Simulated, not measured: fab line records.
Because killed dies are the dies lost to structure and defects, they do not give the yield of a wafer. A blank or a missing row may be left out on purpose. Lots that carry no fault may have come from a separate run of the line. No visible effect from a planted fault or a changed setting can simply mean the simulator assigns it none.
fab line records    flow n5Finfet    part 1 of 2: steps 1 to 24 of 32
record: lots: 5  wafers: 15  lastDay: 16
route steps=1938 shown BEOL_M0@724 BEOL_M1@751
lots that met no fault: taken from a fault-free run of the same line
startH: the number of hours between the record's first day and the start of the first shown wafer of the lot    waitH: how many hours have passed since the lot's step before this one    " repeats the value in the row above    L1.1+2: several wafers, shown together as one row    - no value present, or no start provided    * or withheld: withheld    < > ~ a bound
route shown NAME@n: a module of which the file shows steps, and the number in the route of the first    usual: the fault-free wafers' mean and standard deviation    same: alike in all rows    chamber/n: place in a boat    sites: each site's reading    _std_site: standard deviation of those values    _edge_site: mean of outer sites minus mean of inner sites    radiusMm: for every site, how far away it sits from the centre of the wafer    mask NAME#n: copy n    behind: the last tool/chamber to shape the wafer    hold: why the lot was held/for how many hours/how that ended    device: names the non-switching transistor (n, p or np)    end of line: the tests these same wafers got at the end of their route    for a step that has no rows: nothing shown but its recipe    killed: dies that structure and defects cost at the first sort, which is not the same as the wafer's yield    map: dies across one wafer; x = killed, . = not, _ = none there
set.NAME: the setting the step ran with; set.NAME@STEP: the setting that earlier step ran with    model.NAME: the simulator's own value behind a step, which no gauge read
certain route steps with their lots: each step a table, each wafer a row
services: the hour from which a tool's chamber was out of use, counted from the record's first day as startH (under 0 if before that day), plus the number of hours and why
== steps ==
step: N5_BEOL_M0_HM_STRIP_129
recipe: chemistry: peroxideTinStrip  material: TiN  targetDepthA: 170  tempC: 50  timeS: 108
lot.wafer   tool         chamber  startH  waitH
L075.1+2+5  wetBench-03  3,1,0    124.15  0.0
L085.1+2+3  wetBench-03  4,7,1    182.73  0.0
L086.1+3+6  wetBench-06  0,3,4    186.67  0.0
L088.2+5+6  wetBench-06  6,0,5    204.78  0.0
L090.1+2+5  wetBench-04  0,2,5    211.05  0.0
step: N5_BEOL_M0_SRD_130
recipe: timeS: 30  tempC: 23  rinseLiquid: diw  dry: ipaMarangoni
lot.wafer   tool         chamber  startH  waitH
L075.1+2+5  wetBench-03  3,1,0    124.19  0.0
L085.1+2+3  wetBench-03  4,7,1    182.80  0.0
L086.1+3+6  wetBench-06  0,3,4    186.70  0.0
L088.2+5+6  wetBench-06  6,0,5    204.81  0.0
L090.1+2+5  wetBench-04  0,2,5    211.08  0.0
step: N5_BEOL_M0_ETCH_109
recipe: chemistry: CH3F/O2  targetDepthA: 80  overetchA: 24  target: SiCN  timeS: 27.4  ionEnergyEv: 120  pressureMtorr: 30  sourceW: 395  biasW: 75  Ar_flow_sccm: 150  CH3F_flow_sccm: 30  O2_flow_sccm: 20
usual: drypumpMotorCurrentA: 5.6/0.54  mfcArSccm: 150.0/0.46  oesProductAu: 0.70/0.075  rfVppV: 297.5/1.7  showerheadPlenumPTorr: 2.01/0.071  throttleValvePct: 16.21/0.19
lot.wafer  tool        chamber  startH  waitH  drypumpMotorCurrentA  mfcArSccm  oesProductAu  rfHoursCounterH  rfVppV  showerheadPlenumPTorr  throttleValvePct
L075.1     rieDiel-05  0        124.63  0.4    5.5                   149.3      0.69          93               297.2   1.93                   16.12
L075.2     "           2        "       "      6.5                   150.2      0.81          9                299.6   2.14                   16.11
L075.5     "           1        "       "      5.4                   149.8      0.60          -                295.7   1.99                   16.37
L085.1     rieDiel-06  2        182.86  0.0    6.4                   150.0      0.77          27               299.6   2.12                   16.04
L085.2     "           1        "       "      5.5                   150.3      0.58          240              297.8   2.06                   16.80
L085.3     "           0        "       "      4.8                   150.6      0.74          50               297.2   1.93                   16.01
L086.1     rieDiel-02  0        186.75  0.0    5.5                   149.4      0.67          131              297.8   2.00                   16.19
L086.3     "           1        "       "      5.3                   149.7      0.64          173              297.5   2.01                   16.31
L086.6     "           2        "       "      4.7                   150.5      0.68          -                299.4   2.09                   16.00
L088.2     rieDiel-02  1        206.83  2.0    5.3                   150.7      0.63          182              296.0   2.00                   16.33
L088.5     "           1        "       "      5.3                   149.5      0.63          -                298.1   2.01                   16.33
L088.6     "           0        "       "      5.5                   149.9      0.68          -                297.7   2.00                   16.20
L090.1     rieDiel-02  0        212.34  1.2    5.5                   149.6      0.65          143              296.3   2.00                   16.24
L090.2     "           2        "       "      4.7                   150.2      0.65          133              299.5   2.08                   16.03
L090.5     "           2        "       "      4.7                   150.2      0.67          -                300.0   2.08                   16.02
step: N5_BEOL_M0_STRIP_139
recipe: chemistry: postEtchResidueRemover  timeS: 60  tempC: 25  removerPh: withheld  removerWaterWtPct: withheld  removerFluorideWtPct: withheld
lot.wafer   tool         chamber  startH  waitH
L075.1+2+5  wetBench-04  7,2,1    124.73  0.1
L085.1+2+3  wetBench-04  5,7,6    182.96  0.1
L086.1+3+6  wetBench-04  2,6,4    186.85  0.1
L088.2+5+6  wetBench-04  3,1,7    206.94  0.1
L090.1+2+5  wetBench-03  1,7,2    212.44  0.1
step: N5_BEOL_M0_SRD_111
recipe: timeS: 30  tempC: 23  rinseLiquid: diw  dry: ipaMarangoni
lot.wafer   tool         chamber  startH  waitH
L075.1+2+5  wetBench-04  7,2,1    124.75  0.0
L085.1+2+3  wetBench-04  5,7,6    182.98  0.0
L086.1+3+6  wetBench-04  2,6,4    186.87  0.0
L088.2+5+6  wetBench-04  3,1,7    206.96  0.0
L090.1+2+5  wetBench-03  1,7,2    212.46  0.0
step: N5_BEOL_M0_DEGAS_112
recipe: ambient: vacuum  tempC: 250  timeS: 60
usual: heaterPowerW: 331/37
lot.wafer  tool           chamber  startH  waitH  heaterPowerW
L075.1     pvdSputter-01  -        125.03  0.3    299
L075.2     "              -        "       "      306
L075.5     "              -        "       "      303
L085.1     pvdSputter-01  -        183.32  0.3    300
L085.2     "              -        "       "      412
L085.3     "              -        "       "      327
L086.1     pvdSputter-02  -        187.49  0.6    322
L086.3     "              -        "       "      316
L086.6     "              -        "       "      316
L088.2     pvdSputter-01  -        207.03  0.1    323
L088.5     "              -        "       "      415
L088.6     "              -        "       "      298
L090.1     pvdSputter-02  -        212.79  0.3    318
L090.2     "              -        "       "      322
L090.5     "              -        "       "      287
step: N5_BEOL_M0_PRE_CLEAN_113
recipe: gas: H2/He  timeS: 30  tempC: 250
usual: heaterPowerW: 330/37
lot.wafer  tool           chamber  startH  waitH  heaterPowerW
L075.1     pvdSputter-01  -        125.07  0.0    299
L075.2     "              -        "       "      300
L075.5     "              -        "       "      293
L085.1     pvdSputter-01  -        183.36  0.0    303
L085.2     "              -        "       "      402
L085.3     "              -        "       "      324
L086.1     pvdSputter-02  -        187.53  0.0    316
L086.3     "              -        "       "      308
L086.6     "              -        "       "      313
L088.2     pvdSputter-01  -        207.07  0.0    325
L088.5     "              -        "       "      410
L088.6     "              -        "       "      296
L090.1     pvdSputter-02  -        212.83  0.0    322
L090.2     "              -        "       "      324
L090.5     "              -        "       "      285
step: N5_BEOL_M0_ALD_136
recipe: material: TaN  targetThkA: *  tempC: 275  aldPrecursorFamily: PDMAT  aldCoReactant: NH3  pressureTorr: 3  carrierFlowSccm: 1500  pulseTimeS: 2  purgeTimeS: 3  coReactantPurgeTimeS: 2  coReactantPulseTimeS: 3  aldCycles: 30  precursorVesselTempC: 75  precursorVesselPressureTorr: 26.25  precursorVesselCarrierSccm: 1000
usual: heaterPowerOuterW: 228/31  heaterPowerW: 416/48
same: purgeTimeS: 3
lot.wafer  tool         chamber  startH  waitH  heaterPowerOuterW  heaterPowerW
L075.1     aldMetal-04  0        125.18  0.1    205                394
L075.2     "            2        "       "      228                424
L075.5     "            3        "       "      316                534
L085.1     aldMetal-01  0        183.42  0.0    226                416
L085.2     "            1        "       "      265                480
L085.3     "            2        "       "      226                420
L086.1     aldMetal-03  3        187.77  0.2    208                367
L086.3     "            2        "       "      214                388
L086.6     "            2        "       "      216                389
L088.2     aldMetal-03  0        207.13  0.0    214                423
L088.5     "            2        "       "      215                394
L088.6     "            1        "       "      200                353
L090.1     aldMetal-03  1        212.91  0.1    196                346
L090.2     "            2        "       "      214                378
L090.5     "            3        "       "      212                365
step: N5_BEOL_M0_SURFACE_TREAT_137
recipe: gas: Ar  timeS: *  ionEnergyEv: *  ionCurrentMaCm2: 0.5  pressureMtorr: *  arFlowSccm: 30
usual: throttleValvePct: *
lot.wafer  tool           chamber  startH  waitH  throttleValvePct
L075.1     pvdSputter-02  -        126.06  0.8    *
L075.2     "              -        "       "      *
L075.5     "              -        "       "      *
L085.1     pvdSputter-01  -        183.70  0.2    *
L085.2     "              -        "       "      *
L085.3     "              -        "       "      *
L086.1     pvdSputter-02  -        189.61  1.7    *
L086.3     "              -        "       "      *
L086.6     "              -        "       "      *
L088.2     pvdSputter-01  -        207.37  0.1    *
L088.5     "              -        "       "      *
L088.6     "              -        "       "      *
L090.1     pvdSputter-03  -        213.34  0.3    *
L090.2     "              -        "       "      *
L090.5     "              -        "       "      *
step: N5_BEOL_M0_CVD_115
recipe: material: Co  targetThkA: *  tempC: withheld  precursor: CCTBA/H2  pressureTorr: 30  timeS: 120
lot.wafer   tool      chamber  startH  waitH
L075.1+2+5  cvdCo-02  2,0,2    126.13  0.1
L085.1+2+3  cvdCo-02  1,2,2    183.78  0.1
L086.1+3+6  cvdCo-02  1,0,0    189.67  0.0
L088.2+5+6  cvdCo-01  1,1,2    207.46  0.1
L090.1+2+5  cvdCo-01  1,0,1    213.40  0.0
step: N5_BEOL_M0_SPUTTER_116
recipe: material: Cu  targetThkA: 40  tempC: -20  chamberPressurePa: 0.07  powerW: withheld  timeS: 7.37
usual: chuckGasFlowSccm: 1.27/0.053  throttleValvePct: 29.9/0.88
lot.wafer  tool           chamber  startH  waitH  chuckGasFlowSccm  throttleValvePct
L075.1     pvdSputter-02  -        126.36  0.2    1.29              30.1
L075.2     "              -        "       "      1.27              31.5
L075.5     "              -        "       "      1.33              29.1
L085.1     pvdSputter-02  -        183.95  0.1    1.25              29.9
L085.2     "              -        "       "      1.30              28.9
L085.3     "              -        "       "      1.20              31.1
L086.1     pvdSputter-02  -        189.85  0.1    1.26              29.1
L086.3     "              -        "       "      1.28              29.8
L086.6     "              -        "       "      1.23              29.5
L088.2     pvdSputter-03  -        209.16  1.7    1.30              29.7
L088.5     "              -        "       "      1.34              30.1
L088.6     "              -        "       "      1.28              29.9
L090.1     pvdSputter-02  -        213.50  0.1    1.20              28.4
L090.2     "              -        "       "      1.28              29.0
L090.5     "              -        "       "      1.27              29.7
step: N5_BEOL_M0_ANNEAL_117
recipe: tempC: 400  timeS: 60  ambient: vacuum
usual: heaterPowerW: 812/74  susceptor_temp_C_max: 401.0/0.38
lot.wafer  tool           chamber  startH  waitH  heaterPowerW  susceptor_temp_C_max
L075.1     pvdSputter-02  -        126.44  0.0    879           401.2
L075.2     "              -        "       "      788           401.0
L075.5     "              -        "       "      776           400.7
L085.1     pvdSputter-02  -        184.03  0.0    896           401.1
L085.2     "              -        "       "      766           400.6
L085.3     "              -        "       "      801           400.7
L086.1     pvdSputter-02  -        189.93  0.0    778           400.6
L086.3     "              -        "       "      895           400.6
L086.6     "              -        "       "      894           400.9
L088.2     pvdSputter-03  -        209.24  0.0    879           400.9
L088.5     "              -        "       "      891           400.9
L088.6     "              -        "       "      791           401.0
L090.1     pvdSputter-02  -        213.58  0.0    718           400.7
L090.2     "              -        "       "      773           400.7
L090.5     "              -        "       "      900           401.0
step: N5_BEOL_M0_SPUTTER_132
recipe: material: Cu  targetThkA: 40  tempC: -20  chamberPressurePa: 0.07  powerW: withheld  timeS: 7.37
usual: chuckGasFlowSccm: 1.26/0.052  throttleValvePct: 29.9/0.89
lot.wafer  tool           chamber  startH  waitH  chuckGasFlowSccm  throttleValvePct
L075.1     pvdSputter-02  -        126.48  0.0    1.31              29.9
L075.2     "              -        "       "      1.20              31.2
L075.5     "              -        "       "      1.19              29.0
L085.1     pvdSputter-02  -        184.07  0.0    1.36              30.0
L085.2     "              -        "       "      1.18              29.3
L085.3     "              -        "       "      1.30              31.4
L086.1     pvdSputter-02  -        189.97  0.0    1.28              29.2
L086.3     "              -        "       "      1.31              29.7
L086.6     "              -        "       "      1.23              30.2
L088.2     pvdSputter-03  -        209.28  0.0    1.31              30.2
L088.5     "              -        "       "      1.19              30.0
L088.6     "              -        "       "      1.30              29.8
L090.1     pvdSputter-02  -        213.62  0.0    1.24              28.6
L090.2     "              -        "       "      1.26              28.9
L090.5     "              -        "       "      1.25              29.8
step: N5_BEOL_M0_ANNEAL_133
recipe: tempC: 400  timeS: 60  ambient: vacuum
usual: heaterPowerW: 812/75  susceptor_temp_C_max: 400.9/0.38
lot.wafer  tool           chamber  startH  waitH  heaterPowerW  susceptor_temp_C_max
L075.1     pvdSputter-02  -        126.56  0.0    910           401.3
L075.2     "              -        "       "      797           400.6
L075.5     "              -        "       "      798           400.8
L085.1     pvdSputter-02  -        184.15  0.0    891           401.0
L085.2     "              -        "       "      782           400.6
L085.3     "              -        "       "      781           400.7
L086.1     pvdSputter-02  -        190.05  0.0    761           400.9
L086.3     "              -        "       "      887           401.4
L086.6     "              -        "       "      893           401.2
L088.2     pvdSputter-03  -        209.36  0.0    858           400.7
L088.5     "              -        "       "      900           400.8
L088.6     "              -        "       "      775           400.9
L090.1     pvdSputter-02  -        213.70  0.0    683           400.9
L090.2     "              -        "       "      777           400.8
L090.5     "              -        "       "      862           401.0
step: N5_BEOL_M0_SPUTTER_134
recipe: material: Cu  targetThkA: 40  tempC: -20  chamberPressurePa: 0.07  powerW: withheld  timeS: 7.37
usual: chuckGasFlowSccm: 1.26/0.06  throttleValvePct: 29.9/0.89
lot.wafer  tool           chamber  startH  waitH  chuckGasFlowSccm  throttleValvePct
L075.1     pvdSputter-02  -        126.60  0.0    1.26              29.9
L075.2     "              -        "       "      1.33              31.3
L075.5     "              -        "       "      1.21              28.7
L085.1     pvdSputter-02  -        184.19  0.0    1.37              30.3
L085.2     "              -        "       "      1.30              29.1
L085.3     "              -        "       "      1.31              31.4
L086.1     pvdSputter-02  -        190.09  0.0    1.28              28.6
L086.3     "              -        "       "      1.31              30.0
L086.6     "              -        "       "      1.32              29.9
L088.2     pvdSputter-03  -        209.40  0.0    1.31              29.8
L088.5     "              -        "       "      1.30              29.9
L088.6     "              -        "       "      1.24              29.9
L090.1     pvdSputter-02  -        213.74  0.0    1.15              28.4
L090.2     "              -        "       "      1.21              28.9
L090.5     "              -        "       "      1.23              29.6
step: N5_BEOL_M0_ANNEAL_135
recipe: tempC: 400  timeS: 60  ambient: vacuum
usual: heaterPowerW: 812/75  susceptor_temp_C_max: 400.9/0.35
lot.wafer  tool           chamber  startH  waitH  heaterPowerW  susceptor_temp_C_max
L075.1     pvdSputter-02  -        126.68  0.0    891           400.6
L075.2     "              -        "       "      791           400.6
L075.5     "              -        "       "      801           400.4
L085.1     pvdSputter-02  -        184.27  0.0    871           401.2
L085.2     "              -        "       "      806           400.2
L085.3     "              -        "       "      782           401.0
L086.1     pvdSputter-02  -        190.17  0.0    792           400.6
L086.3     "              -        "       "      907           400.8
L086.6     "              -        "       "      894           400.9
L088.2     pvdSputter-03  -        209.48  0.0    876           400.5
L088.5     "              -        "       "      853           401.0
L088.6     "              -        "       "      768           401.5
L090.1     pvdSputter-02  -        213.82  0.0    713           400.4
L090.2     "              -        "       "      784           400.9
L090.5     "              -        "       "      890           400.7
step: N5_BEOL_M0_SPUTTER_141
recipe: material: Cu  targetThkA: 40  tempC: -20  chamberPressurePa: 0.07  powerW: withheld  timeS: 7.37
usual: chuckGasFlowSccm: 1.27/0.054  throttleValvePct: 29.9/0.89
lot.wafer  tool           chamber  startH  waitH  chuckGasFlowSccm  throttleValvePct
L075.1     pvdSputter-02  -        126.72  0.0    1.27              29.6
L075.2     "              -        "       "      1.22              31.7
L075.5     "              -        "       "      1.33              29.1
L085.1     pvdSputter-02  -        184.31  0.0    1.26              29.8
L085.2     "              -        "       "      1.29              28.9
L085.3     "              -        "       "      1.29              31.7
L086.1     pvdSputter-02  -        190.21  0.0    1.27              29.0
L086.3     "              -        "       "      1.30              29.8
L086.6     "              -        "       "      1.36              30.0
L088.2     pvdSputter-03  -        209.52  0.0    1.17              29.8
L088.5     "              -        "       "      1.22              29.8
L088.6     "              -        "       "      1.25              29.8
L090.1     pvdSputter-02  -        213.86  0.0    1.20              28.5
L090.2     "              -        "       "      1.32              29.0
L090.5     "              -        "       "      1.34              29.8
step: N5_BEOL_M0_ECD_118
recipe: material: Cu  targetThkA: 3000
lot.wafer   tool      chamber  startH  waitH
L075.1+2+5  ecdCu-02  1,0,1    126.84  0.1
L085.1+2+3  ecdCu-01  0,1,1    184.42  0.1
L086.1+3+6  ecdCu-02  1,0,0    190.32  0.1
L088.2+5+6  ecdCu-02  0,1,0    209.64  0.1
L090.1+2+5  ecdCu-02  0,1,0    213.98  0.1
step: N5_BEOL_M0_ANNEAL_119
recipe: tempC: 225  timeS: 90  ambient: N2
usual: wafer_temp_C_max: 226.3/0.36
lot.wafer  tool          chamber  startH  waitH  wafer_temp_C_max
L075.1     rtpAnneal-02  0        126.92  0.1    225.7
L075.2     "             0        "       "      225.7
L075.5     "             0        "       "      226.1
L085.1     rtpAnneal-02  0        184.83  0.4    225.7
L085.2     "             0        "       "      226.1
L085.3     "             0        "       "      226.0
L086.1     rtpAnneal-02  0        190.40  0.1    226.1
L086.3     "             0        "       "      226.4
L086.6     "             0        "       "      226.5
L088.2     rtpAnneal-02  0        209.76  0.1    226.1
L088.5     "             0        "       "      226.4
L088.6     "             0        "       "      226.4
L090.1     rtpAnneal-01  0        214.06  0.1    226.9
L090.2     "             0        "       "      226.7
L090.5     "             0        "       "      226.8
step: N5_BEOL_M0_CMP_120
recipe: stopOn: SiOC  tOverpolishS: 6.9  downForcePsi: 1  platenRpm: 50  clearingPlatenDownForcePsi: 1.5  clearingPlatenRpm: 50  postCmpClean: cuAlkaline  clearingPlatenPadVelocityMS: 0.99484  padVelocityMS: 0.99484
usual: barrierFieldEndpointS: 3.72/0.17  clearingPlatenRpm: 50.001/0.025  headPressurePsi: 1.0004/0.002  motorCurrentA: 6.2/0.62  overpolishRunS: 6.900/0.0088  timeToEndpointS: 64/3.6
lot.wafer  tool    chamber  startH  waitH  barrierFieldEndpointS  clearingPlatenRpm  headPressurePsi  motorCurrentA  overpolishRunS  timeToEndpointS
L075.2     cmp-02  1        127.21  0.2    3.71                   49.999             0.9989           6.5            6.878           61
L075.1     "       0        "       "      3.80                   49.953             0.9979           6.9            6.901           66
L075.5     "       2        "       "      3.55                   50.016             0.9999           6.5            6.913           58
L085.1     cmp-02  3        185.12  0.3    3.53                   50.014             1.0000           5.1            6.888           61
L085.2     "       0        "       "      3.80                   49.959             1.0010           7.1            6.895           68
L085.3     "       2        "       "      3.68                   49.979             1.0010           6.3            6.897           63
L086.3     cmp-01  1        190.70  0.2    3.77                   49.998             0.9994           5.9            6.906           57
L086.1     "       2        "       "      3.83                   50.003             1.0016           7.4            6.915           64
L086.6     "       1        "       "      3.87                   50.022             1.0061           5.8            6.893           56
L088.2     cmp-03  2        210.01  0.2    3.94                   49.968             1.0028           5.3            6.883           65
L088.5     "       2        "       "      3.78                   49.983             1.0022           5.2            6.883           66
L088.6     "       3        "       "      3.54                   50.025             1.0020           6.0            6.898           66
L090.2     cmp-01  0        214.43  0.3    3.53                   49.998             1.0010           6.4            6.891           60
L090.1     "       1        "       "      3.92                   50.017             1.0002           6.0            6.903           64
L090.5     "       2        "       "      3.89                   49.981             1.0017           7.0            6.906           68
step: N5_BEOL_M0_PRE_CLEAN_131
recipe: gas: NH3/H2  timeS: 15  tempC: *  rfPowerW: 300
usual: heaterPowerOuterW: 19/4.7  heaterPowerW: 83/6.1
lot.wafer  tool      chamber  startH  waitH  heaterPowerOuterW  heaterPowerW
L075.1     cvdCo-01  2        127.58  0.1    17                 74
L075.2     "         1        "       "      16                 89
L075.5     "         0        "       "      17                 83
L085.1     cvdCo-02  2        185.46  0.0    29                 91
L085.2     "         1        "       "      12                 74
L085.3     "         2        "       "      29                 92
L086.1     cvdCo-01  1        191.03  0.0    17                 86
L086.3     "         2        "       "      18                 76
L086.6     "         2        "       "      18                 77
L088.2     cvdCo-01  2        210.34  0.0    18                 75
L088.5     "         1        "       "      17                 89
L088.6     "         0        "       "      18                 82
L090.1     cvdCo-01  1        214.69  0.0    17                 91
L090.2     "         2        "       "      18                 76
L090.5     "         1        "       "      16                 90
step: N5_BEOL_M0_CO_CAP_123
recipe: material: Co  targetThkA: 20  tempC: 200  precursor: CCTBA/H2  pressureTorr: 30  timeS: 102.1
usual: heaterPowerOuterW: 121/6.1  heaterPowerW: 234/8.3
lot.wafer  tool      chamber  startH  waitH  heaterPowerOuterW  heaterPowerW
L075.1     cvdCo-01  2        127.62  0.0    118                223
L075.2     "         1        "       "      118                242
L075.5     "         0        "       "      118                234
L085.1     cvdCo-02  2        185.52  0.0    133                241
L085.2     "         1        "       "      113                230
L085.3     "         2        "       "      137                239
L086.1     cvdCo-01  1        191.07  0.0    121                241
L086.3     "         2        "       "      118                223
L086.6     "         2        "       "      121                225
L088.2     cvdCo-01  2        210.38  0.0    120                224
L088.5     "         1        "       "      116                242
L088.6     "         0        "       "      118                229
L090.1     cvdCo-01  1        214.73  0.0    116                243
L090.2     "         2        "       "      117                223
L090.5     "         1        "       "      118                243
step: N5_BEOL_M0_PRE_CLEAN_124
recipe: gas: NH3  timeS: 15  tempC: withheld  rfPowerW: 300
lot.wafer   tool      chamber  startH  waitH
L075.1+2+5  pecvd-03  2,1,2    127.71  0.1
L085.1+2+3  pecvd-03  2,0,1    185.64  0.1
L086.1+3+6  pecvd-04  1,2,2    191.16  0.1
L088.2+5+6  pecvd-04  0,1,2    210.47  0.1
L090.1+2+5  pecvd-03  0,1,0    214.82  0.1
step: N5_BEOL_M0_DEP_125
recipe: material: SiCN  targetThkA: 80  tempC: withheld  precursor: 3MS/NH3  pressureTorr: 3  rfW: 202  timeS: 14
usual: showerheadPlenumPTorr: 3.666/0.011  throttleValvePct: 9.1/0.76
lot.wafer  tool      chamber  startH  waitH  showerheadPlenumPTorr  throttleValvePct
L075.1     pecvd-03  2        127.73  0.0    3.647                  8.8
L075.2     "         1        "       "      3.679                  9.5
L075.5     "         2        "       "      3.661                  8.6
L085.1     pecvd-03  2        185.67  0.0    3.665                  9.0
L085.2     "         0        "       "      3.665                  8.7
L085.3     "         1        "       "      3.686                  9.6
L086.1     pecvd-04  1        191.19  0.0    3.668                  10.3
L086.3     "         2        "       "      3.647                  8.2
L086.6     "         2        "       "      3.658                  8.3
L088.2     pecvd-04  0        210.50  0.0    3.664                  9.5
L088.5     "         1        "       "      3.670                  10.2
L088.6     "         2        "       "      3.656                  8.3
L090.1     pecvd-03  0        214.85  0.0    3.672                  8.6
L090.2     "         1        "       "      3.678                  9.6
L090.5     "         0        "       "      3.666                  8.6
